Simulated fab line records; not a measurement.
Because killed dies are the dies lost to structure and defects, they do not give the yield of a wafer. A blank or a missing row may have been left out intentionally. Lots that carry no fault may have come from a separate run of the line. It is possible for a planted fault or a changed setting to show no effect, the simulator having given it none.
fab line records	flow nand-harc
record lots=5	wafers=13	last-day=33
route steps=1302 shown P_STI@93 P_GATE@111 END@1302
lots that met no fault: from a run of the same line without faults
start-h: the number of hours between the record's first day and the start of the first shown wafer of the lot	wait-h: hours elapsed since this lot's preceding step	" unchanged from the row above	L1.1+2: a row that stands for several wafers	- no value, or no start was given	* or withheld: withheld	< > ~ a bound
route shown NAME@n: a module of which the file shows steps, and the number in the route of the first	usual: mean and standard deviation over wafers with no fault	same: alike in all rows	chamber/n: place in a boat	sites: per-site readings	_std_site: the values' standard deviation	_edge_site: mean of outer sites minus mean of inner sites	radius-mm: for every site, how far away it sits from the centre of the wafer	mask NAME#n: copy n	behind: the tool/chamber that last shaped the wafer	hold: what put the lot on hold/how long, in hours/how the hold closed	device: transistor that didn't switch, given as n, p or np	end of line: the route-end tests of the same wafers	a step with no rows: only its recipe	killed: not the wafer's yield, but the dies lost to structure and defects at the first sort	map: a wafer's dies, marking killed ones x, the rest . and places with no die _
set.NAME: the setting the step ran with; set.NAME@STEP: the setting that earlier step ran with	model.NAME: the simulator's own value behind a step, which no gauge read
lots seen at some steps along the route; tables by step, rows by wafer
services: the hour from which a tool's chamber was out of use, counted from the record's first day as start-h (under 0 if before that day), plus the number of hours and why
## steps
# step NHARC_P_STI_STRIP_19
# recipe time-s=900	temp-c=130	chemistry=SPM
# step NHARC_P_STI_PRECLEAN_32
# recipe time-s=*	temp-c=50	bath-age-min=0	chemistry=SC1
# step NHARC_P_STI_SRD_23
# step NHARC_P_STI_OCD_MEAS_43
# usual trench-depth-nm=301/5.6	trench-foot-cd-nm=157/4
lot.wafer	tool	chamber	start-h	wait-h	trench-depth-nm	trench-foot-cd-nm
L382.3	ocd-01	-	76.40	-	302	160
L382.4	"	-	"	"	298	153
L382.6	"	-	"	"	305	151
L392.3	ocd-01	-	174.60	-	309	153
L392.4	"	-	"	"	300	156
L392.5	"	-	"	"	304	160
L393.2	ocd-02	-	183.98	-	296	155
L399.2	ocd-02	-	244.59	-	303	160
L399.3	"	-	"	"	295	159
L399.6	"	-	"	"	293	160
L402.2	ocd-01	-	275.46	-	301	160
L402.5	"	-	"	"	303	159
L402.6	"	-	"	"	298	159
# step NHARC_P_STI_OXIDE_33
# recipe target-thk-a=100	temp-c=1000	ox-time-s=281	material=SiO2
# step NHARC_P_STI_HDPCVD_20
# recipe target-thk-a=withheld	sigma-open-frac=withheld	material=SiO2
# step NHARC_P_STI_ANNEAL_34
# recipe temp-c=1000	time-s=1800
# step NHARC_P_STI_CMP_21
# recipe t-overpolish-s=20	target-thk-nm=380.67
# usual motor-current-A=12.0/1.2	overpolish-run-s=20.000/0.0096
lot.wafer	tool	chamber	start-h	wait-h	motor-current-A	overpolish-run-s
L382.4	cmp-03	3	95.08	0.4	11.3	19.994
L382.3	"	1	"	"	13.7	20.013
L382.6	"	0	"	"	12.8	20.011
L392.3	cmp-04	2	193.32	0.4	11.8	19.999
L392.4	"	3	"	"	12.2	19.997
L392.5	"	2	"	"	11.7	19.997
L393.2	cmp-01	0	209.59	0.4	13.3	19.990
L399.2	cmp-01	3	265.47	0.4	11.3	19.988
L399.3	"	0	"	"	12.9	20.005
L399.6	"	3	"	"	11.2	20.003
L402.2	cmp-01	2	291.75	0.4	11.6	20.006
L402.6	"	1	"	"	12.2	19.995
L402.5	"	2	"	"	11.1	19.997
# step NHARC_P_STI_SRD_35
# step NHARC_P_STI_ETCH_36
# recipe target-depth-a=388	chemistry=dHF	material=SiO2
# step NHARC_P_STI_STRIP_24
# recipe temp-c=160	chemistry=H3PO4	material=Si3N4
# step NHARC_P_STI_ETCH_37
# recipe target-depth-a=110	chemistry=dHF	material=SiO2
lot.wafer	tool	chamber	start-h	wait-h
L382.4+3+6	wet-bench-05	5,7,1	95.46	-
L392.5+3+4	wet-bench-04	7,0,3	193.67	-
L393.2	wet-bench-05	7	209.94	-
L399.6+2+3	wet-bench-09	1,2,4	265.82	-
L402.5+6+2	wet-bench-09	2,4,5	292.12	-
# step NHARC_P_STI_PRECLEAN_38
# recipe time-s=*	temp-c=50	bath-age-min=0	chemistry=SC1
# step NHARC_P_STI_SRD_39
# step NHARC_P_STI_OXIDE_40
# recipe target-thk-a=100	temp-c=900	ox-time-s=1362	material=SiO2
# step NHARC_P_STI_INSPECT_25
# usual raw-defect-count=225/96
lot.wafer	tool	chamber	start-h	wait-h	hold	raw-defect-count
L382.3	defect-inspect-02	-	102.85	0.4	-	196
L382.4	"	-	"	"	-	145
L382.6	"	-	"	"	-	222
L392.3	defect-inspect-02	-	201.81	0.4	-	259
L392.4	"	-	"	"	-	284
L392.5	"	-	"	"	-	266
L393.2	defect-inspect-02	-	218.89	0.4	await-dispo/0.2h/release	1603
L393.2	defect-inspect-02	-	219.06	0.2	-	1598
L399.2	defect-inspect-02	-	274.98	0.4	-	168
L399.3	"	-	"	"	-	310
L399.6	"	-	"	"	-	246
L402.2	defect-inspect-01	-	300.94	0.4	-	117
L402.5	"	-	"	"	-	225
L402.6	"	-	"	"	-	191
# step NHARC_P_GATE_PRECLEAN_70
# recipe time-s=*	temp-c=50	bath-age-min=0	chemistry=SC1
# step NHARC_P_GATE_SRD_01
# step NHARC_P_GATE_OXIDE_02
# recipe target-thk-a=375	temp-c=950	p-h2o-torr=720	ox-time-s=365	material=SiO2
# step NHARC_P_GATE_DEHYDRATE_03
# recipe temp-c=150	time-s=120
# step NHARC_P_GATE_HMDS_04
# recipe time-s=30
# step NHARC_P_GATE_COAT_05
# recipe spin-rpm=4690
# step NHARC_P_GATE_SOFTBAKE_06
# recipe temp-c=122	time-s=95
# step NHARC_P_GATE_EBR_07
# step NHARC_P_GATE_EXPOSE_08
# recipe na=0.6	dose-mj=16.75	mask-id=P_HV
# step NHARC_P_GATE_PEB_09
# recipe peb-temp-c=118	peb-time-s=85
# step NHARC_P_GATE_DEVELOP_10
# recipe time-s=70
# step NHARC_P_GATE_CD_MEAS_11
# recipe target-cd-nm=1640	landing-energy-ev=500
# usual cd-nm=1641.1/2
lot.wafer	tool	chamber	start-h	wait-h	cd-nm
L382.3	cd-sem-03	0	111.39	-	1639.7
L382.4	"	0	"	"	1639.9
L382.6	"	0	"	"	1639.7
L392.3	cd-sem-03	0	210.40	-	1640.2
L392.4	"	0	"	"	1642.1
L392.5	"	0	"	"	1639.2
L393.2	cd-sem-01	0	227.27	-	1635.1
L399.2	cd-sem-02	0	283.74	-	1638.8
L399.3	"	0	"	"	1640.8
L399.6	"	0	"	"	1637.0
L402.2	cd-sem-03	0	309.65	-	1639.7
L402.5	"	0	"	"	1640.8
L402.6	"	0	"	"	1641.6
# step NHARC_P_GATE_HARDBAKE_12
# recipe temp-c=125	time-s=80
# step NHARC_P_GATE_DESCUM_13
# recipe time-s=3	o2-flow-sccm=200	ar-flow-sccm=0	bias-power-w=0	chemistry=O2
# usual drypump-motor-current-A=5.7/0.44	oes-product-au=0.999/0.014	rf-vpp-V=57.7/0.93	showerhead-plenum-p-Torr=1.90/0.065	throttle-valve-pct=11.312/0.0085
lot.wafer	tool	chamber	start-h	wait-h	drypump-motor-current-A	oes-product-au	rf-hours-counter-h	rf-vpp-V	showerhead-plenum-p-Torr	throttle-valve-pct
L382.3	rie-diel-12	1	111.54	-	5.8	0.999	0.6	57.2	1.86	11.312
L382.4	"	0	"	"	6.0	0.984	0.7	56.1	1.87	11.316
L382.6	"	2	"	"	5.6	0.980	-	58.0	1.90	11.294
L392.3	rie-diel-04	2	210.57	-	4.6	1.017	2.3	58.8	1.80	11.295
L392.4	"	3	"	"	5.9	0.987	1.8	58.6	1.97	11.301
L392.5	"	2	"	"	4.7	1.011	-	58.2	1.80	11.308
L393.2	rie-diel-04	3	227.44	-	5.9	1.000	2.9	57.6	1.97	11.311
L399.3	rie-diel-10	2	283.92	-	5.2	0.990	1.9	58.6	1.89	11.318
L399.2	"	3	"	"	6.4	1.020	2.1	57.4	1.96	11.323
L399.6	"	0	"	"	5.8	1.027	-	57.4	1.95	11.310
L402.2	rie-diel-04	3	309.80	-	5.9	1.005	7.2	57.5	1.97	11.319
L402.6	"	3	"	"	5.9	0.993	-	60.0	1.97	11.316
L402.5	"	0	"	"	5.7	0.986	-	58.0	1.90	11.318
# step NHARC_P_GATE_ETCH_14
# recipe target-depth-a=488	chemistry=dHF	material=SiO2
# step NHARC_P_GATE_STRIP_15
# recipe time-s=780	temp-c=130	chemistry=SPM
# step NHARC_P_GATE_PRECLEAN_71
# recipe time-s=*	temp-c=50	bath-age-min=0	chemistry=SC1
# step NHARC_P_GATE_SRD_72
# step NHARC_P_GATE_OXIDE_16
# recipe target-thk-a=30	temp-c=875	ox-time-s=392	material=SiO2
# step NHARC_P_GATE_CVD_17
# recipe target-thk-a=1500	temp-c=620	time-s=900	material=poly-Si
# step NHARC_P_GATE_HM_DEP_102
# recipe target-thk-a=1200	temp-c=400	material=aC
# usual throttle-valve-pct=35.000/0.0094
lot.wafer	tool	chamber	start-h	wait-h	throttle-valve-pct
L382.3	acl-dep-02	0	124.38	0.6	34.997
L382.4	"	0	"	"	35.004
L382.6	"	0	"	"	34.984
L392.3	acl-dep-03	0	225.01	2.4	35.004
L392.4	"	0	"	"	34.984
L392.5	"	0	"	"	35.000
L393.2	acl-dep-01	0	244.02	4.5	35.000
L399.2	acl-dep-01	0	301.11	5.3	34.984
L399.3	"	0	"	"	35.011
L399.6	"	0	"	"	34.994
L402.2	acl-dep-02	0	327.40	2.1	35.012
L402.5	"	0	"	"	35.006
L402.6	"	0	"	"	34.996
# step NHARC_P_GATE_DEP_103
# recipe target-thk-a=300	target-thk-nm=30	temp-c=400	flow-sccm=200	rf-w=350	material=SiON
# usual heater-power-w=796/54
lot.wafer	tool	chamber	start-h	wait-h	heater-power-w
L382.3	pecvd-03	0	124.88	0.4	764
L382.4	"	0	"	"	778
L382.6	"	1	"	"	735
L392.3	pecvd-02	0	225.48	0.4	736
L392.5	"	0	"	"	698
L392.4	"	1	"	"	818
L393.2	pecvd-03	2	244.61	0.5	753
L399.3	pecvd-04	1	301.67	0.3	780
L399.2	"	0	"	"	818
L399.6	"	1	"	"	795
L402.2	pecvd-03	1	328.02	0.5	788
L402.5	"	0	"	"	820
L402.6	"	1	"	"	795
# step NHARC_P_GATE_DEHYDRATE_18
# recipe temp-c=150	time-s=120
# step NHARC_P_GATE_HMDS_19
# recipe time-s=30
# step NHARC_P_GATE_INSPECT_28
# usual raw-defect-count=6.0/2.8
lot.wafer	tool	chamber	start-h	wait-h	hold	raw-defect-count
L382.3	defect-inspect-02	-	125.65	0.0	-	7
L382.4	"	-	"	"	-	2
L382.6	"	-	"	"	-	6
L392.3	defect-inspect-01	-	226.13	0.0	-	5
L392.4	"	-	"	"	-	9
L392.5	"	-	"	"	-	3
L393.2	defect-inspect-01	-	245.39	0.0	await-dispo/0.2h/release	1384
L393.2	defect-inspect-01	-	245.56	0.2	-	1383
L399.2	defect-inspect-01	-	302.35	0.0	-	5
L399.3	"	-	"	"	-	3
L399.6	"	-	"	"	-	3
L402.2	defect-inspect-01	-	328.64	0.0	-	9
L402.5	"	-	"	"	-	6
L402.6	"	-	"	"	-	12
# step NHARC_END_SORT_01
# recipe temp-c=25
# usual killed-at-array=55/17	killed-at-other=0.9/1.2	killed-at-periphery=3.7/2.5	killed-dies=59/18	killed-open=3.4/1.9	killed-short=2.6/1.6
# same gross-dies=677
lot.wafer	tool	chamber	start-h	wait-h	killed-at-array	killed-at-other	killed-at-periphery	killed-dies	killed-open	killed-short
L393.2	prober-01	0	705.72	2.8	42	0	61	103	2	2
# killed by level:class
L393.2 P_STI:unspecified=56 A_CHANNEL_HOLE_D1:chamber-film-flake=27 A_CONTACT:chamber-film-flake=5 A_STAIRCASE:chamber-film-flake=4 P_CONTACT:chamber-film-flake=3 A_SLIT:chamber-film-flake=2 P_CONTACT:geometric-particle:open=1 P_M0:geometric-particle:open=1
# map L393.2 (x killed, . not)
____________.____________
_________xx....._________
_______xxxx......._______
______xxxxxx......x______
_____xxxxxx.......x._____
____xxxxxx.x.........____
____xxxxxx.x.......x.____
___xxxxxxx............___
___xxxxxxx............___
__.xxxxxx.x............__
__..x.xx...............__
_....x...............x.._
_.........x....x........_
_...x..x....x...x......x_
_.....x.x..........x...._
_.....xxx.x...x........._
.......xxx...............
......xxx.x..............
.....xxx....xxx..........
.....x.xx................
......xxxx...............
_......x.x.x............_
_.....................x._
_......x................_
_......................._
_......x................_
__.....................__
__.....................__
___...................___
___...................___
____.................____
____...........x.....____
_____..............._____
______.............______
_______..........._______
_________......._________
____________.____________
# map L382.3 (x killed, . not)
____________.____________
_________x......_________
_______xxxx......._______
______.x.xx.x......______
_____xxxxx.........._____
____.xx.xx...........____
____...xx............____
___..............x....___
___..x................___
__.....x............x..__
__x.....x........x.....__
_.....xx............x..._
_......x................_
_................x......_
_.....x.xx.............._
_.....xx.xx............._
....x..xxx.x.............
....xxxxxxxx.............
.....xxxx.x......x.......
.....xxxx.x.............x
....xx.xxxx..............
_.........x..........x.._
_...x..................._
_......................x_
_....................x.._
_...x.............x....._
__..............x......__
__.....................__
___...............x...___
___.................x.___
____.................____
____.............x...____
_____....x.......x.._____
______.............______
_______.........x._______
_________......._________
____________.____________
## services
tool	chamber	start-h	hours	kind
rie-diel-04	2	84.44	2.5	repair
wet-bench-05	-	84.92	8.0	pm
cmp-01	-	87.50	4.0	pm
rie-diel-04	3	92.06	7.0	repair
rie-diel-04	-	109.32	0.6	repair
rie-diel-04	3	119.95	3.8	repair
cmp-01	-	128.78	0.3	repair
cmp-01	-	141.71	2.3	repair
pecvd-03	-	171.81	2.4	repair
wet-bench-09	-	176.80	8.0	pm
rie-diel-04	-	177.97	9.0	pm
pecvd-03	-	182.29	1.9	repair
acl-dep-01	-	185.00	13.0	pm
pecvd-03	-	185.00	13.0	pm
cmp-01	-	185.50	4.0	pm
rie-diel-04	1	191.70	5.2	repair
cmp-01	-	196.86	0.7	repair
cmp-01	-	232.26	1.4	repair
acl-dep-02	-	244.74	13.0	pm
wet-bench-05	-	250.84	160.4	repair
cmp-01	-	261.86	2.7	repair
cmp-01	-	268.74	0.2	repair
cmp-01	-	283.50	4.0	pm
rie-diel-04	0	298.71	7.4	repair
## key
first-sign step=NHARC_P_STI_INSPECT_25	reading=visit	direction=added
effect step=NHARC_P_STI_INSPECT_25	reading=raw-defect-count	direction=up	sigmas=14	usual=225	struck=1603
effect step=NHARC_P_GATE_INSPECT_28	reading=raw-defect-count	direction=up	sigmas=99+	usual=6.0	struck=1384
effect step=NHARC_END_SORT_01	reading=killed-at-periphery	direction=up	sigmas=22	usual=3.7	struck=61
more-kills-born-at NHARC_P_STI_ETCH_37@wet-bench-05=56
met-at NHARC_P_STI_ETCH_37
struck-wafers L393.2
tester-left-out L393
onset-between 95.46 209.94
fault kind=chamber-particle-source	tool=wet-bench-05	chamber=7	onset-h=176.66	steps=NHARC_P_STI_ETCH_37	rate-per-visit-cm2=2.1006	end-h=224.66
# tester-left-out: of these lots the tester's yield and bins aren't shown, on N5 and GAA mostly nor the transistor test; their killed dies are dies lost to structure and defects alone, not to doping, threshold or leakage, so they don't give the yield
